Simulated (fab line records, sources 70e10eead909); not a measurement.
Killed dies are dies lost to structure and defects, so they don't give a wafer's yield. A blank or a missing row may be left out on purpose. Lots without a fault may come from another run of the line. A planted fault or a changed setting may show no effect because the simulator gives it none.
Chamber matching | flow nand_harc | NHARC_P_ZERO_WELL_DESCUM_54 on rie_diel-07: 4 sister chambers
The step chemistry O2, time 3 s. 4 wafers are shown with their chamber, then 7 later ones without.

WAFERS WITH THEIR CHAMBER
wafer  | chamber | showerhead_plenum_p_Torr (Torr)
L218.3 | 0       | 1.90
L236.2 | 3       | 1.91
L239.1 | 2       | 2.05
L239.2 | 1       | 1.89

WAFERS WITHOUT THEIR CHAMBER
wafer  | showerhead_plenum_p_Torr (Torr)
L239.6 | 1.90
L240.1 | 1.90
L240.2 | 2.04
L240.5 | 2.04
L241.1 | 1.89
L241.3 | 2.04
L241.4 | 1.87

WHICH CHAMBER EACH WENT THROUGH
wafer  | from the rows above          | in truth
L239.6 | can't be placed: 0 or 1 or 3 | 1
L240.1 | can't be placed: 0 or 1 or 3 | 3
L240.2 | 2                            | 2
L240.5 | 2                            | 2
L241.1 | can't be placed: 1 or 0      | 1
L241.3 | 2                            | 2
L241.4 | can't be placed: 1 or 0      | 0
Placed correctly: 3 of 7. Can't be placed from these rows: 4 (the true chamber is among the candidates in 4). Placed wrongly: 0.
How it was worked out, from the rows above alone: a wafer's distance from a chamber is the root of the sum, over the readings, of the square of ((its reading less the chamber's mean) divided by the reading's scatter). The wafer belongs to the nearest chamber; if the next one is less than 2 further off, it can't be placed. A chamber's mean is the mean of its shown wafers. The scatter: with one shown wafer a chamber, the root of the mean of the squares of how far each hidden wafer lies from its nearest shown one.
